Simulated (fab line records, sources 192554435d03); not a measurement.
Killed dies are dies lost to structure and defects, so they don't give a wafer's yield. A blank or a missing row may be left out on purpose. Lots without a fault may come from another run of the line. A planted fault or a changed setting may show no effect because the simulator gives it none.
fab line records | flow n5_finfet
record lots=5 wafers=15 last_day=15
route steps=1938 shown FIN_SAQP@105
lots that met no fault: from a run of the same line without faults
start_h: hours from the record's first day to the start of the lot's first wafer shown | wait_h: hours since the lot's step before | " the same as in the row above | L1.1+2: a row that stands for several wafers | - no value, or no start given | * or withheld: withheld | < > ~ a bound
route shown NAME@n: a module of which the file shows steps, and the number in the route of the first | usual: mean/standard deviation of fault-free wafers | same: alike in all rows | chamber/n: place in a boat | sites: the reading at each site | _std_site: their standard deviation | _edge_site: outer sites' mean less inner sites' | radius_mm: how far each site lies from the wafer's centre | mask NAME#n: copy n | behind: the tool/chamber that last shaped the wafer | hold: why the lot was held/for how many hours/how that ended | device: the transistor (n, p or np) that didn't switch | end of line: the same wafers' tests at the end of the route | a step without rows: its recipe alone | killed: dies lost to structure and defects at the first sort, not the wafer's yield | map: a wafer's dies, x killed, . not, _ none there
set.NAME: the setting as run; set.NAME@STEP: as run at that earlier step | model.NAME: the simulator's own value behind a step, which no gauge read
lots at some steps of the route; a table a step, a row a wafer
services: from which hour (start_h, from the record's first day; less than 0 if before it) a tool's chamber was out of use, for how many hours, and why
## steps
# step N5_FIN_SAQP_COAT_10
# recipe resist=CAR-ArF spin_rpm=1500 resist_thk_nm=90
# usual spin_speed_rpm=1499.9/1
# columns lot.wafer tool chamber start_h wait_h spin_speed_rpm
L074.1 litho_track-04 0 - - 1500.1
L074.5 " 0 " " 1500.5
L074.6 " 0 " " 1498.5
L078.2 litho_track-04 0 - - 1499.7
L078.4 " 0 " " 1500.2
L078.5 " 0 " " 1499.0
L079.1 litho_track-04 0 - - 1500.9
L079.2 " 0 " " 1498.9
L079.4 " 0 " " 1499.4
L091.2 litho_track-02 0 - - 1500.2
L091.5 " 0 " " 1499.9
L091.6 " 0 " " 1500.3
L093.2 litho_track-02 0 - - 1499.1
L093.3 " 0 " " 1500.0
L093.4 " 0 " " 1500.3
# step N5_FIN_SAQP_EBR_12
# recipe solvent=PGMEA ebr_width_mm=1.5
# columns lot.wafer tool chamber start_h wait_h
L074.1+5+6 litho_track-04 0 - -
L078.2+4+5 litho_track-04 0 - -
L079.1+2+4 litho_track-04 0 - -
L091.2+5+6 litho_track-02 0 - -
L093.2+3+4 litho_track-02 0 - -
# step N5_FIN_SAQP_SOFTBAKE_11
# recipe temp_c=110 time_s=60 resist=CAR-ArF
# columns lot.wafer tool chamber start_h wait_h
L074.1+5+6 litho_track-04 0 - -
L078.2+4+5 litho_track-04 0 - -
L079.1+2+4 litho_track-04 0 - -
L091.2+5+6 litho_track-02 0 - -
L093.2+3+4 litho_track-02 0 - -
# step N5_FIN_SAQP_EXPOSE_13
# recipe mask_id=FIN_CORE na=1.35 source_shape=dipole sigma_inner=0.538 sigma_outer=0.738 polarization=te target_cd_nm=35.6 dose_mj=63.25
# columns lot.wafer tool chamber start_h wait_h mask
L074.1+5+6 arfi_scanner-01 0 21.45 - FIN_CORE#0
L078.2+4+5 arfi_scanner-01 0 45.70 - FIN_CORE#0
L079.1+2+4 arfi_scanner-01 0 51.75 - FIN_CORE#0
L091.2+5+6 arfi_scanner-03 0 123.42 - FIN_CORE#0
L093.2+3+4 arfi_scanner-02 0 136.16 - FIN_CORE#0
# step N5_FIN_SAQP_PEB_14
# recipe peb_temp_c=withheld peb_time_s=60 resist=CAR-ArF
# columns lot.wafer tool chamber start_h wait_h
L074.1+5+6 litho_track-03 0 21.51 0.1
L078.2+4+5 litho_track-04 0 45.75 0.0
L079.1+2+4 litho_track-03 0 51.81 0.1
L091.2+5+6 litho_track-04 0 123.48 0.0
L093.2+3+4 litho_track-04 0 136.21 0.0
# step N5_FIN_SAQP_DEVELOP_15
# recipe develop_time_s=30 developer=TMAH resist=CAR-ArF dev_temp_c=23 rinse_liquid=diw dry=air_spin
# columns lot.wafer tool chamber start_h wait_h
L074.1+5+6 litho_track-03 0 - -
L078.2+4+5 litho_track-04 0 - -
L079.1+2+4 litho_track-03 0 - -
L091.2+5+6 litho_track-04 0 - -
L093.2+3+4 litho_track-04 0 - -
# step N5_FIN_SAQP_CD_MEAS_16
# recipe target_cd_nm=35.6 landing_energy_ev=500 detector=se_inlens
# usual cd_nm=35.5/0.3
# same landing_energy_ev=500
# columns lot.wafer tool chamber start_h wait_h cd_nm
L074.1 cd_sem-01 0 21.58 - 35.0
L074.5 " 0 " " 35.7
L074.6 " 0 " " 35.4
L078.2 cd_sem-03 0 45.82 - 35.0
L078.4 " 0 " " 35.2
L078.5 " 0 " " 35.5
L079.1 cd_sem-03 0 51.88 - 35.6
L079.2 " 0 " " 35.7
L079.4 " 0 " " 35.5
L091.2 cd_sem-01 0 123.55 - 35.5
L091.5 " 0 " " 35.4
L091.6 " 0 " " 35.5
L093.2 cd_sem-02 0 136.28 - 35.4
L093.3 " 0 " " 35.5
L093.4 " 0 " " 35.9
# step N5_FIN_SAQP_OVL_MEAS_17
# recipe points_per_wafer=44
# usual FIN_CORE_OVL=0.1/0.71
# columns lot.wafer tool chamber start_h wait_h FIN_CORE_OVL[nm]
L074.1 overlay-01 0 21.62 0.0 0.8
L074.5 " 0 " " 0.0
L074.6 " 0 " " 0.5
L078.2 overlay-01 0 45.86 0.0 0.5
L078.4 " 0 " " 0.8
L078.5 " 0 " " -0.1
L079.1 overlay-02 0 51.92 0.0 0.4
L079.2 " 0 " " 1.8
L079.4 " 0 " " 0.1
L091.2 overlay-01 0 123.59 0.0 -0.4
L091.5 " 0 " " -0.6
L091.6 " 0 " " -1.3
L093.2 overlay-01 0 136.32 0.0 0.8
L093.3 " 0 " " 0.9
L093.4 " 0 " " 0.3
# step N5_FIN_SAQP_INSPECT_18
# recipe mode=adi inspect_instrument=brightfield
# usual raw_defect_count=413/96
# columns lot.wafer tool chamber start_h wait_h raw_defect_count
L074.1 defect_inspect-02 - 21.64 0.0 420
L074.5 " - " " 444
L074.6 " - " " 497
L078.2 defect_inspect-01 - 45.88 0.0 559
L078.4 " - " " 451
L078.5 " - " " 423
L079.1 defect_inspect-01 - 51.94 0.0 212
L079.2 " - " " 342
L079.4 " - " " 386
L091.2 defect_inspect-01 - 123.61 0.0 388
L091.5 " - " " 538
L091.6 " - " " 303
L093.2 defect_inspect-02 - 136.34 0.0 466
L093.3 " - " " 486
L093.4 " - " " 394
# step N5_FIN_SAQP_DESCUM_21
# recipe chemistry=O2 time_s=7.9 source_power_w=50 bias_power_w=20 pressure_mtorr=20 rf_frequency_hz=2.712e+07 temp_c=40 resist=CAR-ArF o2_flow_sccm=225
# usual drypump_motor_current_A=5.7/0.38 o2_flow_sccm=225.0/0.66 oes_product_au=0.78/0.089 rf_vpp_V=243.5/1.3 showerhead_plenum_p_Torr=2.11/0.068 throttle_valve_pct=20.56/0.2
# columns lot.wafer tool chamber start_h wait_h drypump_motor_current_A o2_flow_sccm oes_product_au rf_hours_counter_h rf_vpp_V showerhead_plenum_p_Torr throttle_valve_pct
L074.1 rie_diel-02 3 21.68 0.0 5.7 226.1 0.95 4 244.5 2.25 20.48
L074.5 " 1 " " 5.5 224.7 0.76 - 244.1 2.21 20.73
L074.6 " 0 " " 5.3 224.2 0.66 - 243.0 2.12 20.66
L078.2 rie_diel-04 1 45.92 0.0 5.4 225.5 0.99 7 244.6 2.13 20.30
L078.4 " 3 " " 5.6 224.0 0.76 155 244.2 2.09 20.64
L078.5 " 0 " " 6.2 224.0 0.84 - 241.9 2.04 20.42
L079.1 rie_diel-04 2 51.98 0.0 6.4 224.2 0.76 138 242.6 2.01 20.28
L079.2 " 0 " " 6.1 224.9 0.83 60 242.1 2.04 20.42
L079.4 " 1 " " 5.4 225.5 0.98 9 244.9 2.13 20.30
L091.2 rie_diel-02 3 123.64 0.0 5.7 225.5 0.86 36 244.1 2.24 20.50
L091.5 " 1 " " 5.6 224.3 0.73 - 244.3 2.19 20.80
L091.6 " 2 " " 5.0 225.9 0.73 - 244.0 2.09 20.48
L093.2 rie_diel-06 3 136.37 0.0 5.9 225.1 0.69 230 242.2 2.06 21.01
L093.3 " 2 " " 5.3 225.7 0.72 192 242.9 1.99 20.61
L093.4 " 0 " " 6.0 225.2 0.66 - 245.3 2.13 20.49
# step N5_FIN_SAQP_ETCH_51
# recipe chemistry=CF4 target=SiARC target_depth_a=455 mask_material=CAR-ArF time_s=75.8 ion_energy_ev=80 pressure_mtorr=40 source_w=545 bias_w=36 Ar_flow_sccm=100 cf4_flow_sccm=100 ends=cleared
# usual drypump_motor_current_A=5.7/0.38 etch_rf_on_time_s=75.7/1.8 oes_product_au=0.66/0.075 rf_vpp_V=184.2/1.2 showerhead_plenum_p_Torr=2.16/0.061 throttle_valve_pct=15.76/0.23
# columns lot.wafer tool chamber start_h wait_h drypump_motor_current_A etch_rf_on_time_s oes_product_au rf_hours_counter_h rf_vpp_V showerhead_plenum_p_Torr throttle_valve_pct
L074.1 rie_diel-02 3 21.71 0.0 5.8 74.6 0.83 4 186.6 2.26 15.32
L074.5 " 1 " " 5.5 75.4 0.64 - 184.1 2.24 15.83
L074.6 " 0 " " 5.3 78.5 0.56 - 183.6 2.21 16.13
L078.2 rie_diel-04 1 45.95 0.0 5.4 73.0 0.85 7 182.7 2.18 15.47
L078.4 " 3 " " 5.6 77.3 0.65 155 183.7 2.16 15.88
L078.5 " 0 " " 6.1 78.0 0.70 - 185.1 2.10 15.52
L079.1 rie_diel-04 2 52.01 0.0 6.4 77.0 0.65 138 182.9 2.06 15.53
L079.2 " 0 " " 6.1 77.3 0.70 60 183.8 2.10 15.52
L079.4 " 1 " " 5.4 71.6 0.84 9 186.0 2.18 15.46
L091.2 rie_diel-02 3 123.68 0.0 5.7 74.6 0.76 36 185.5 2.25 15.39
L091.5 " 1 " " 5.5 75.4 0.62 - 186.1 2.22 15.93
L091.6 " 2 " " 5.0 77.5 0.62 - 185.4 2.15 15.76
L093.2 rie_diel-06 3 136.41 0.0 5.9 78.5 0.59 230 184.7 2.11 16.20
L093.3 " 2 " " 5.3 75.7 0.63 192 182.1 2.05 15.83
L093.4 " 0 " " 5.9 75.4 0.58 - 185.1 2.18 15.75
# step N5_FIN_SAQP_ETCH_52
# recipe chemistry=N2/H2 target=SOC target_depth_a=1000 overetch_a=200 mask_material=SiARC temp_c=40 time_s=150 ion_energy_ev=200 pressure_mtorr=30 source_w=840 bias_w=150 n2_flow_sccm=200 h2_flow_sccm=200 ends=end_point
# usual drypump_motor_current_A=5.7/0.38 oes_product_au=0.69/0.074 rf_vpp_V=524.3/2.3 showerhead_plenum_p_Torr=2.55/0.077 throttle_valve_pct=17.94/0.2
# columns lot.wafer tool chamber start_h wait_h drypump_motor_current_A oes_product_au rf_hours_counter_h rf_vpp_V showerhead_plenum_p_Torr throttle_valve_pct
L074.1 rie_diel-02 3 21.77 0.0 5.7 0.85 4 528.9 2.71 17.66
L074.5 " 1 " " 5.6 0.68 - 525.7 2.66 18.00
L074.6 " 0 " " 5.3 0.60 - 527.5 2.61 18.30
L078.2 rie_diel-04 1 46.01 0.0 5.4 0.87 7 524.8 2.60 17.78
L078.4 " 3 " " 5.7 0.68 155 522.2 2.54 18.04
L078.5 " 0 " " 6.1 0.75 - 520.9 2.46 17.57
L079.1 rie_diel-04 2 52.07 0.0 6.4 0.69 138 519.1 2.46 17.75
L079.2 " 0 " " 6.2 0.74 60 521.7 2.46 17.56
L079.4 " 1 " " 5.4 0.87 9 524.4 2.60 17.78
L091.2 rie_diel-02 3 123.73 0.0 5.8 0.78 36 527.7 2.69 17.72
L091.5 " 1 " " 5.5 0.65 - 526.5 2.64 18.07
L091.6 " 2 " " 5.0 0.66 - 522.9 2.52 17.85
L093.2 rie_diel-06 3 136.47 0.0 5.9 0.63 230 523.6 2.51 18.39
L093.3 " 2 " " 5.3 0.66 192 519.9 2.42 18.06
L093.4 " 0 " " 6.0 0.60 - 525.0 2.58 17.94
# step N5_FIN_SAQP_STRIP_53
# recipe chemistry=N2/H2 temp_c=40 n2_flow_sccm=200 h2_flow_sccm=200 rf_frequency_hz=6e+07
# columns lot.wafer tool chamber start_h wait_h
L074.1+5+6 rie_diel-02 3,1,0 21.87 0.0
L078.2+4+5 rie_diel-04 1,3,0 46.11 0.0
L079.1+2+4 rie_diel-04 2,0,1 52.16 0.0
L091.2+5+6 rie_diel-02 3,1,2 123.83 0.0
L093.2+3+4 rie_diel-06 3,2,0 136.56 0.0
# step N5_FIN_SAQP_HM_OPEN_73
# recipe chemistry=CHF3/O2 target=SiO2 stop_on=a-Si target_depth_a=120 over_etch_frac=1.8 mask_material=SOC time_s=16.8 pressure_mtorr=30 source_w=650 bias_w=170 Ar_flow_sccm=200 CHF3_flow_sccm=50 O2_flow_sccm=5 ion_energy_ev=200 ends=end_point
# usual O2_flow_sccm=4.999/0.013 drypump_motor_current_A=5.7/0.38 oes_product_au=0.46/0.049 rf_vpp_V=520/8.2 showerhead_plenum_p_Torr=2.43/0.068 throttle_valve_pct=19.00/0.23
# columns lot.wafer tool chamber start_h wait_h O2_flow_sccm drypump_motor_current_A oes_product_au rf_hours_counter_h rf_vpp_V showerhead_plenum_p_Torr throttle_valve_pct
L074.1 rie_diel-02 3 21.88 0.0 4.995 5.7 0.57 4 518 2.56 18.69
L074.5 " 1 " " 4.982 5.6 0.46 - 501 2.51 19.03
L074.6 " 0 " " 4.994 5.3 0.40 - 528 2.49 19.34
L078.2 rie_diel-04 1 46.12 0.0 4.995 5.3 0.58 7 528 2.45 18.75
L078.4 " 3 " " 4.990 5.6 0.46 155 532 2.42 19.10
L078.5 " 0 " " 5.008 6.1 0.51 - 524 2.36 18.76
L079.1 rie_diel-04 2 52.17 0.0 4.990 6.4 0.46 138 523 2.32 18.71
L079.2 " 0 " " 5.000 6.2 0.50 60 525 2.36 18.78
L079.4 " 1 " " 4.994 5.5 0.58 9 527 2.45 18.75
L091.2 rie_diel-02 3 123.84 0.0 5.020 5.8 0.52 36 517 2.55 18.72
L091.5 " 1 " " 5.000 5.5 0.43 - 500 2.50 19.11
L091.6 " 2 " " 5.015 5.0 0.44 - 517 2.41 18.91
L093.2 rie_diel-06 3 136.57 0.0 5.035 5.9 0.42 230 522 2.39 19.52
L093.3 " 2 " " 5.020 5.3 0.44 192 516 2.32 19.18
L093.4 " 0 " " 4.993 5.9 0.40 - 518 2.46 18.98
# step N5_FIN_SAQP_STRIP_74
# recipe chemistry=CHF3/O2 resist=SiARC rf_frequency_hz=6e+07
# columns lot.wafer tool chamber start_h wait_h
L074.1+5+6 rie_diel-02 3,1,0 21.93 0.0
L078.2+4+5 rie_diel-04 1,3,0 46.17 0.0
L079.1+2+4 rie_diel-04 2,0,1 52.23 0.0
L091.2+5+6 rie_diel-02 3,1,2 123.89 0.0
L093.2+3+4 rie_diel-06 3,2,0 136.63 0.0
# step N5_FIN_SAQP_MANDREL_ETCH_22
# recipe target_depth_a=600 chemistry=HBr/Cl2 target=a-Si stop_on=SiNx bt_time_s=10 over_etch_frac=0.5 time_s=30 pressure_mtorr=10 icp_w=800 bias_w=75 HBr_flow_sccm=150 Cl2_flow_sccm=80 ends=end_point
# usual HBr_flow_sccm=150.0/0.47 drypump_motor_current_A=6.1/0.48 oes_product_au=0.773/0.011 throttle_valve_pct=35.41/0.26
# same bt_time_s=10
# columns lot.wafer tool chamber start_h wait_h HBr_flow_sccm drypump_motor_current_A oes_product_au rf_hours_counter_h throttle_valve_pct
L074.1 rie_si-04 1 21.96 0.0 149.2 6.9 0.761 105 35.14
L074.5 " 2 " " 149.8 6.0 0.767 - 35.46
L074.6 " 1 " " 149.1 6.8 0.776 - 35.13
L078.2 rie_si-03 2 46.20 0.0 150.2 5.6 0.772 124 35.06
L078.4 " 3 " " 149.8 6.3 0.763 165 35.76
L078.5 " 3 " " 150.0 6.3 0.768 - 35.76
L079.1 rie_si-04 0 52.26 0.0 149.6 6.7 0.767 82 35.46
L079.2 " 2 " " 150.3 6.0 0.768 149 35.48
L079.4 " 1 " " 149.3 6.8 0.767 105 35.09
L091.2 rie_si-03 1 123.93 0.0 150.1 6.7 0.782 43 35.58
L091.5 " 0 " " 150.1 5.5 0.800 - 35.06
L091.6 " 1 " " 150.8 6.7 0.788 - 35.57
L093.2 rie_si-04 3 136.66 0.0 149.7 5.8 0.751 19 35.46
L093.3 " 2 " " 150.2 6.0 0.764 150 35.47
L093.4 " 2 " " 149.6 6.0 0.768 - 35.47
# step N5_FIN_SAQP_STRIP_55
# recipe chemistry=N2/H2 power_w=500 temp_c=40 pressure_mtorr=50 rf_frequency_hz=6e+07 overash_fraction=0.3 bias_power_w=28 h2_frac=0.5 n2_flow_sccm=300 h2_flow_sccm=300
# usual drypump_motor_current_A=5.7/0.39 oes_product_au=0.78/0.09 rf_vpp_V=121.9/1.5 showerhead_plenum_p_Torr=3.37/0.1 throttle_valve_pct=18.99/0.2
# columns lot.wafer tool chamber start_h wait_h drypump_motor_current_A oes_product_au rf_hours_counter_h rf_vpp_V showerhead_plenum_p_Torr throttle_valve_pct
L074.1 rie_diel-06 1 22.06 0.1 6.1 0.72 213 124.3 3.45 18.98
L074.5 " 0 " " 6.0 0.71 - 123.2 3.44 19.02
L074.6 " 1 " " 6.1 0.71 - 123.6 3.45 18.98
L078.2 rie_diel-04 0 46.30 0.1 6.2 0.85 59 118.7 3.26 18.45
L078.4 " 1 " " 5.4 1.00 7 122.7 3.43 19.11
L078.5 " 2 " " 6.4 0.77 - 120.6 3.25 18.73
L079.1 rie_diel-04 2 52.37 0.1 6.4 0.77 138 122.0 3.25 18.75
L079.2 " 0 " " 6.1 0.83 60 124.0 3.26 18.45
L079.4 " 1 " " 5.3 0.97 9 121.9 3.43 19.10
L091.2 rie_diel-02 0 124.02 0.1 5.3 0.92 23 121.9 3.43 19.01
L091.5 " 1 " " 5.5 0.73 - 123.1 3.48 19.01
L091.6 " 0 " " 5.3 0.92 - 122.1 3.43 19.02
L093.2 rie_diel-02 1 136.76 0.1 5.5 0.73 191 122.3 3.48 19.01
L093.3 " 2 " " 5.0 0.74 183 123.7 3.33 19.08
L093.4 " 1 " " 5.6 0.73 - 122.9 3.48 19.02
# step N5_FIN_SAQP_STRIP_23
# recipe chemistry=SPM time_s=750 temp_c=130 h2so4_h2o2_vol_ratio=4
# columns lot.wafer tool chamber start_h wait_h
L074.1+5+6 wet_bench-02 4,3,0 22.13 -
L078.2+4+5 wet_bench-06 0,4,5 46.37 -
L079.1+2+4 wet_bench-06 2,3,6 52.44 -
L091.2+5+6 wet_bench-03 4,5,6 124.09 -
L093.2+3+4 wet_bench-02 0,1,3 136.82 -
# step N5_FIN_SAQP_SRD_66
# recipe dry=ipa_marangoni time_s=30 temp_c=23 rinse_liquid=diw
# columns lot.wafer tool chamber start_h wait_h
L074.1+5+6 wet_bench-02 4,3,0 22.34 0.0
L078.2+4+5 wet_bench-06 0,4,5 46.57 0.0
L079.1+2+4 wet_bench-06 2,3,6 52.64 0.0
L091.2+5+6 wet_bench-03 4,5,6 124.30 0.0
L093.2+3+4 wet_bench-02 0,1,3 137.03 0.0
# step N5_FIN_SAQP_RECESS_75
# recipe chemistry=HF/NH3 target=SiO2 target_depth_a=144 afs_cycles=3 temp_c=30 sublimation_temp_c=180 sublimation_time_s=60
# usual drypump_motor_current_A=5.87/0.26 foreline_p_Torr=0.1280/0.00043
# columns lot.wafer tool chamber start_h wait_h drypump_motor_current_A foreline_p_Torr
L074.1 vapor_etch-01 0 22.38 0.0 5.54 0.1280
L074.5 " 1 " " 6.31 0.1277
L074.6 " 0 " " 5.55 0.1277
L078.2 vapor_etch-02 0 46.62 0.0 5.78 0.1281
L078.4 " 1 " " 5.86 0.1282
L078.5 " 0 " " 5.77 0.1275
L079.1 vapor_etch-01 0 52.69 0.0 5.56 0.1280
L079.2 " 1 " " 6.31 0.1287
L079.4 " 1 " " 6.31 0.1278
L091.2 vapor_etch-01 1 124.35 0.0 6.29 0.1283
L091.5 " 1 " " 6.30 0.1282
L091.6 " 0 " " 5.51 0.1278
L093.2 vapor_etch-01 1 137.08 0.0 6.31 0.1277
L093.3 " 1 " " 6.32 0.1275
L093.4 " 0 " " 5.50 0.1284
# step N5_FIN_SAQP_SPACER1_ALD_24
# recipe material=SiO2 target_thk_a=203 temp_c=300 ald_precursor_family=BDEAS ald_co_reactant=O2-plasma pulse_time_s=1 purge_time_s=2 co_reactant_purge_time_s=2 ald_cycles=218 pressure_torr=2
# usual heater_power_w=472/54 precursor_pulse_height_rel=1.001/0.019
# same pulse_time_s=1
# columns lot.wafer tool chamber start_h wait_h heater_power_w precursor_pulse_height_rel
L074.1 ald_sin-04 3 22.77 0.3 429 1.017
L074.5 " 3 " " 433 1.033
L074.6 " 0 " " 497 1.007
L078.2 ald_sin-01 2 47.01 0.3 382 1.021
L078.4 " 3 " " 407 1.028
L078.5 " 3 " " 405 0.994
L079.1 ald_sin-04 1 53.12 0.3 387 1.006
L079.2 " 3 " " 428 1.022
L079.4 " 0 " " 489 0.990
L091.2 ald_sin-04 1 124.73 0.3 394 0.984
L091.5 " 0 " " 499 0.992
L091.6 " 3 " " 424 0.979
L093.2 ald_sin-04 3 137.46 0.3 426 1.015
L093.3 " 2 " " 494 0.988
L093.4 " 0 " " 485 0.996
# step N5_FIN_SAQP_SPACER1_ETCHBACK_25
# recipe chemistry=CHF3/O2 mode=anisotropic_etchback target=SiO2 target_depth_a=244 time_s=12.2 pressure_mtorr=30 source_w=650 bias_w=170 Ar_flow_sccm=200 CHF3_flow_sccm=50 O2_flow_sccm=5 ion_energy_ev=200
# usual O2_flow_sccm=5.000/0.015 drypump_motor_current_A=5.7/0.38 oes_product_au=0.77/0.085 rf_vpp_V=520/7.5 showerhead_plenum_p_Torr=2.42/0.068 throttle_valve_pct=19.10/0.24
# columns lot.wafer tool chamber start_h wait_h O2_flow_sccm drypump_motor_current_A oes_product_au rf_hours_counter_h rf_vpp_V showerhead_plenum_p_Torr throttle_valve_pct
L074.1 rie_diel-06 2 23.49 0.4 4.996 5.3 0.77 158 518 2.34 19.18
L074.5 " 2 " " 5.017 5.3 0.76 - 518 2.34 19.15
L074.6 " 3 " " 4.996 5.9 0.73 - 524 2.41 19.52
L078.2 rie_diel-06 2 47.89 0.5 5.003 5.3 0.75 167 516 2.33 19.17
L078.4 " 3 " " 4.989 5.9 0.73 190 523 2.41 19.53
L078.5 " 1 " " 4.960 6.1 0.71 - 522 2.49 19.28
L079.1 rie_diel-06 1 53.84 0.4 4.997 6.1 0.72 224 518 2.49 19.27
L079.2 " 3 " " 4.989 5.9 0.73 192 521 2.41 19.53
L079.4 " 2 " " 5.000 5.3 0.76 169 517 2.33 19.20
L091.2 rie_diel-02 1 125.52 0.4 4.999 5.5 0.72 187 499 2.50 19.17
L091.5 " 2 " " 4.993 5.0 0.74 - 516 2.41 18.97
L091.6 " 1 " " 5.002 5.5 0.72 - 500 2.50 19.16
L093.2 rie_diel-04 0 138.18 0.4 4.973 6.1 0.79 93 523 2.34 18.88
L093.3 " 2 " " 5.017 6.4 0.74 170 521 2.30 18.86
L093.4 " 3 " " 5.014 5.7 0.73 185 534 2.41 19.24
# step N5_FIN_SAQP_MANDREL1_REMOVE_56
# recipe chemistry=HBr/Cl2/O2 bt_time_s=10 target=a-Si stop_on=SiNx endpoint=OES-SiCl over_etch_frac=1 icp_w=600 bias_w=22 HBr_flow_sccm=150 Cl2_flow_sccm=80 O2_flow_sccm=5 pressure_mtorr=10
# usual HBr_flow_sccm=150.0/0.45 O2_flow_sccm=5.000/0.014 drypump_motor_current_A=6.0/0.44 oes_product_au=1.011/0.014 throttle_valve_pct=36.77/0.29
# same bt_time_s=10
# columns lot.wafer tool chamber start_h wait_h HBr_flow_sccm O2_flow_sccm drypump_motor_current_A oes_product_au rf_hours_counter_h throttle_valve_pct
L074.1 rie_si-05 2 23.58 0.1 150.5 4.994 6.4 1.010 24 36.60
L074.5 " 2 " " 149.6 5.001 6.4 1.006 - 36.62
L074.6 " 1 " " 150.2 5.031 5.5 1.015 - 37.15
L078.2 rie_si-03 2 47.98 0.1 150.8 5.003 5.6 1.008 125 36.39
L078.4 " 1 " " 149.8 4.997 6.7 1.029 41 36.92
L078.5 " 3 " " 150.3 5.007 6.3 1.012 - 37.09
L079.1 rie_si-05 3 53.92 0.1 150.6 4.983 5.7 1.000 69 36.54
L079.2 " 0 " " 150.1 4.983 5.8 1.000 63 37.11
L079.4 " 2 " " 149.8 5.008 6.4 1.024 25 36.62
L091.2 rie_si-05 1 125.61 0.1 150.4 5.011 5.4 1.024 19 37.15
L091.5 " 3 " " 150.5 4.984 5.7 1.000 - 36.50
L091.6 " 0 " " 149.6 4.982 5.8 0.978 - 37.10
L093.2 rie_si-03 3 138.27 0.1 150.0 5.000 6.3 0.999 167 37.11
L093.3 " 1 " " 150.3 5.018 6.7 1.032 43 36.92
L093.4 " 0 " " 150.9 4.982 5.6 1.027 178 36.46
# step N5_FIN_SAQP_CD_MEAS_27
# recipe target_cd_nm=20 landing_energy_ev=1000 detector=se_inlens polarity=line
# usual cd_nm=20.37/0.25
# same landing_energy_ev=1000
# columns lot.wafer tool chamber start_h wait_h cd_nm
L074.1 cd_sem-03 0 23.69 0.1 20.44
L074.5 " 0 " " 20.21
L074.6 " 0 " " 20.77
L078.2 cd_sem-03 0 48.10 0.1 20.14
L078.4 " 0 " " 20.79
L078.5 " 0 " " 20.63
L079.1 cd_sem-02 0 54.03 0.1 19.80
L079.2 " 0 " " 20.22
L079.4 " 0 " " 20.28
L091.2 cd_sem-02 0 125.72 0.1 20.47
L091.5 " 0 " " 20.54
L091.6 " 0 " " 20.34
L093.2 cd_sem-01 0 138.38 0.1 20.04
L093.3 " 0 " " 20.49
L093.4 " 0 " " 20.46
# step N5_FIN_SAQP_ETCH_57
# recipe chemistry=CH3F/O2 target=SiNx mask_material=SiO2 target_depth_a=325 time_s=46.4 pressure_mtorr=30 source_w=395 bias_w=73 Ar_flow_sccm=150 CH3F_flow_sccm=30 O2_flow_sccm=20 ion_energy_ev=120 ends=cleared
# usual O2_flow_sccm=20.00/0.057 drypump_motor_current_A=5.7/0.38 etch_rf_on_time_s=45.9/0.98 oes_product_au=0.67/0.074 rf_vpp_V=295/4.7 showerhead_plenum_p_Torr=2.03/0.057 throttle_valve_pct=16.50/0.22
# columns lot.wafer tool chamber start_h wait_h O2_flow_sccm drypump_motor_current_A etch_rf_on_time_s oes_product_au rf_hours_counter_h rf_vpp_V showerhead_plenum_p_Torr throttle_valve_pct
L074.1 rie_diel-02 3 23.73 0.0 20.11 5.8 44.2 0.82 4 294 2.13 16.12
L074.5 " 1 " " 20.01 5.5 45.9 0.64 - 286 2.09 16.55
L074.6 " 2 " " 20.00 5.0 45.9 0.66 - 295 2.02 16.38
L078.2 rie_diel-04 0 48.14 0.0 19.98 6.1 46.1 0.72 59 298 1.96 16.31
L078.4 " 3 " " 19.94 5.7 46.6 0.64 156 302 2.01 16.59
L078.5 " 3 " " 19.93 5.7 46.3 0.65 - 302 2.01 16.59
L079.1 rie_diel-06 2 54.08 0.0 20.00 5.3 45.4 0.65 169 295 1.93 16.64
L079.2 " 0 " " 19.93 5.9 45.2 0.60 222 293 2.06 16.46
L079.4 " 3 " " 20.07 5.9 46.2 0.62 192 296 2.00 16.95
L091.2 rie_diel-04 2 125.76 0.0 20.01 6.4 46.0 0.64 167 296 1.91 16.31
L091.5 " 0 " " 19.95 6.1 47.2 0.68 - 298 1.95 16.37
L091.6 " 1 " " 20.05 5.4 45.6 0.77 - 298 2.02 16.24
L093.2 rie_diel-02 0 138.43 0.0 19.99 5.3 44.4 0.77 27 298 2.05 16.53
L093.3 " 2 " " 20.06 5.0 46.9 0.62 184 295 2.00 16.46
L093.4 " 0 " " 20.07 5.3 45.0 0.78 - 298 2.05 16.51
# step N5_FIN_SAQP_ETCH_65
# recipe chemistry=CF4 target=SiO2 target_depth_a=40 ion_energy_ev=350 time_s=4.4 pressure_mtorr=10 icp_w=800 bias_w=400 cf4_flow_sccm=80
# usual drypump_motor_current_A=6.1/0.47 oes_product_au=1.014/0.021 throttle_valve_pct=21.81/0.2
# columns lot.wafer tool chamber start_h wait_h drypump_motor_current_A oes_product_au rf_hours_counter_h throttle_valve_pct
L074.1 rie_si-03 1 23.84 0.1 6.7 1.048 41 21.97
L074.5 " 3 " " 6.3 0.998 - 22.05
L074.6 " 0 " " 5.6 1.028 - 21.53
L078.2 rie_si-04 2 48.25 0.1 5.9 0.977 149 21.95
L078.4 " 0 " " 6.7 1.013 82 21.61
L078.5 " 2 " " 6.0 0.981 - 21.94
L079.1 rie_si-03 1 54.19 0.1 6.6 1.040 41 21.94
L079.2 " 0 " " 5.5 1.034 177 21.54
L079.4 " 3 " " 6.3 0.993 165 22.03
L091.2 rie_si-03 1 125.87 0.1 6.7 1.049 43 21.95
L091.5 " 0 " " 5.6 1.027 - 21.54
L091.6 " 1 " " 6.7 1.042 - 21.96
L093.2 rie_si-05 2 138.53 0.1 6.4 1.023 27 21.62
L093.3 " 1 " " 5.4 1.038 19 22.13
L093.4 " 3 " " 5.7 0.994 71 21.57
## services
# columns tool chamber start_h hours kind
rie_diel-04 1 -2.31 6.6 repair
arfi_scanner-01 - 11.19 0.9 repair
rie_diel-02 - 11.62 1.2 repair
rie_si-05 - 26.19 0.8 repair
rie_diel-02 3 29.92 4.2 repair
rie_si-04 - 33.80 2.8 pm
rie_diel-04 0 35.51 9.4 repair
ald_sin-04 - 47.09 0.7 repair
rie_diel-02 3 55.90 7.6 repair
rie_si-04 - 73.32 0.3 repair
rie_diel-02 0 75.70 2.6 repair
rie_diel-06 2 87.77 25.7 repair
rie_diel-06 1 88.98 2.9 repair
rie_diel-02 3 89.46 1.7 repair
rie_si-05 2 92.68 9.2 repair
rie_si-04 - 92.84 0.1 repair
arfi_scanner-01 - 93.42 1.3 pm
arfi_scanner-01 - 100.98 1.0 pm
rie_diel-06 1 102.88 93.9 repair
rie_diel-04 3 109.30 9.0 repair
rie_si-04 - 109.53 27.0 repair
ald_sin-04 - 115.50 6.1 pm
wet_bench-02 - 130.13 4.9 repair
wet_bench-06 - 131.07 1.0 repair
## key
fault none
